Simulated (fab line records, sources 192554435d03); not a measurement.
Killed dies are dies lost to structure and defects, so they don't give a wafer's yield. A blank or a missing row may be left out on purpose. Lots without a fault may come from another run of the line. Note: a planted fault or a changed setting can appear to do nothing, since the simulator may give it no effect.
Split-lot study	flow n5Finfet	route with 1938 steps; 7 lots, 21 wafers read

## THE SPLIT
At N5_BEOL_M11_COAT_22 (resist thk 90 nm), the setting spinRpm was moved away from the recipe's 1500 rpm on 7 of the 21 wafers read, by -7.4% to +9.5%. All remaining wafers had this setting at the recipe value.

## FROM THE SPLIT TO THE READING: what the file shows between them, 4 steps
- N5_BEOL_M11_EBR_24
- N5_BEOL_M11_SOFTBAKE_23: time 60 s
- N5_BEOL_M11_EXPOSE_25: exposes mask V10
- N5_BEOL_M11_PEB_26: peb time 60 s

## THE READING
CAR-ArF_of_BEOL_M11_COAT_22.thkNm (the simulator's own value, which no gauge read), in nm, at N5_BEOL_M11_DEVELOP_27 (develop time 30 s). The file gives no usual value for it. Average 88.5 nm, standard deviation 0.23 nm, over the 14 wafers here run with the recipe.

wafer	tool, chamber at the split	spinRpm as run, rpm	against the recipe	CAR-ArF_of_BEOL_M11_COAT_22.thkNm, nm	against lot-mates on the recipe
L076.2	lithoTrack-02, 0	1500	recipe	88.8	-
L076.4	lithoTrack-02, 0	1500	recipe	88.6	-
L076.5	lithoTrack-02, 0	1623	+8.2%	85.4	-3.3
L083.3	lithoTrack-01, 0	1500	recipe	88.8	-
L083.5	lithoTrack-01, 0	1500	recipe	88.8	-
L083.4	lithoTrack-01, 0	1389	-7.4%	92.2	+3.4
L086.1	lithoTrack-04, 0	1500	recipe	88.2	-
L086.5	lithoTrack-04, 0	1500	recipe	88.2	-
L086.3	lithoTrack-04, 0	1643	+9.5%	84.6	-3.6
L089.1	lithoTrack-01, 0	1500	recipe	88.6	-
L089.4	lithoTrack-01, 0	1500	recipe	88.6	-
L089.3	lithoTrack-01, 0	1574	+4.9%	86.4	-2.2
L088.2	lithoTrack-02, 0	1500	recipe	88.2	-
L088.3	lithoTrack-02, 0	1605	+7.0%	85.2	-3.0
L088.6	lithoTrack-02, 0	1605	+7.0%	85.2	-3.0
L085.3	lithoTrack-02, 0	1635	+9.0%	84.4	-4.0
L085.4	lithoTrack-02, 0	1500	recipe	88.2	-
L085.5	lithoTrack-02, 0	1500	recipe	88.6	-
L095.2	lithoTrack-01, 0	1500	recipe	88.8	-
L095.3	lithoTrack-01, 0	1500	recipe	88.6	-
L095.5	lithoTrack-01, 0	1500	recipe	88.6	-

THE FIT
A straight line over all 21 wafers: CAR-ArF_of_BEOL_M11_COAT_22.thkNm changes by -0.448 nm for each +1% of spinRpm; r = -0.99; the points scatter about the line by 0.27 nm.
The same after taking each lot's own level away (the mean of its wafers on the recipe; 21 wafers): -0.424 nm for each +1%; r = -1.00; scatter 0.16 nm.
The reading moves by 4 nm for the largest change in spinRpm, on that fit.
Measured against the standard deviation above, the lots' own levels, which go from 88.20 to 88.80 nm, span 2.6 times it.
So the lot-to-lot level changes the slope little: the two slopes agree.
Check: -4.13 nm against its lot-mates is what the line predicts for one of the wafers moved furthest among these (+9.5%) when that wafer is left out of the fit. Against them it came out at -3.6 nm.

## OTHER SPLITS APPLIED TO THESE WAFERS
Before the reading, these wafers also passed through other splits. Each is held against what the fit with the lots' levels taken away leaves over:
other split on the same wafers	wafers away from the commonest value	r with CAR-ArF_of_BEOL_M11_COAT_22.thkNm (lot level and that fit taken away)
N5_BEOL_M9_COAT_05 spinRpm	8	+0.26
N5_BEOL_M9_TRENCH_ETCH_37 timeS	9	+0.31
N5_BEOL_M10_ETCH_41 sourceW	8	-0.06

## THE WHOLE CHAIN: every reading that the file lists as answering this split, in the file's order
step	what it does	reading	change (the file's fit)	r (the file's)
N5_BEOL_M11_COAT_22	resist thk 90 nm	CAR-ArF_of_BEOL_M11_COAT_22.thkNm (the simulator's own value, which no gauge read)	-0.415 nm for each +1% of the setting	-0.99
N5_BEOL_M11_DEVELOP_27	develop time 30 s	CAR-ArF_of_BEOL_M11_COAT_22.thkNm (the simulator's own value, which no gauge read)	-0.42 nm for each +1% of the setting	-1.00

## THE FILE'S OWN FIT
CAR-ArF_of_BEOL_M11_COAT_22.thkNm changes by -0.42 nm for each +1% of spinRpm, r = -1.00.
